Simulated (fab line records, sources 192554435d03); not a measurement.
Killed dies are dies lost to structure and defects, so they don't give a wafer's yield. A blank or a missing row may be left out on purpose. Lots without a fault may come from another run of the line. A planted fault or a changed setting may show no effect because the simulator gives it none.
Chamber matching | flow n5_finfet | N5_BEOL_M0_SAQP_ETCH_106 on rie_diel-04: 4 sister chambers
The step etches SOC in N2/H2, stops on SiNx, target depth 150 nm. 4 wafers are shown with their chamber, then 8 later ones without.

WAFERS WITH THEIR CHAMBER
wafer  | chamber | showerhead_plenum_p_Torr (Torr)
L078.5 | 1       | 2.66
L087.3 | 3       | 2.41
L087.4 | 2       | 2.52
L088.1 | 0       | 2.51

WAFERS WITHOUT THEIR CHAMBER
wafer  | showerhead_plenum_p_Torr (Torr)
L088.2 | 2.41
L088.3 | 2.66
L091.1 | 2.51
L091.4 | 2.66
L091.5 | 2.41
L093.2 | 2.51
L093.3 | 2.65
L093.6 | 2.51

WHICH CHAMBER EACH WENT THROUGH
wafer  | from the rows above | in truth
L088.2 | 3                   | 3
L088.3 | 1                   | 1
L091.1 | 0                   | 0
L091.4 | 1                   | 1
L091.5 | 3                   | 3
L093.2 | 0                   | 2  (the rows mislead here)
L093.3 | 1                   | 1
L093.6 | 0                   | 0
Placed correctly: 7 of 8. Can't be placed from these rows: 0. Placed wrongly: 1.
How it was worked out, from the rows above alone: a wafer's distance from a chamber is the root of the sum, over the readings, of the square of ((its reading less the chamber's mean) divided by the reading's scatter). The wafer belongs to the nearest chamber; if the next one is less than 2 further off, it can't be placed. A chamber's mean is the mean of its shown wafers. The scatter: with one shown wafer a chamber, the root of the mean of the squares of how far each hidden wafer lies from its nearest shown one.
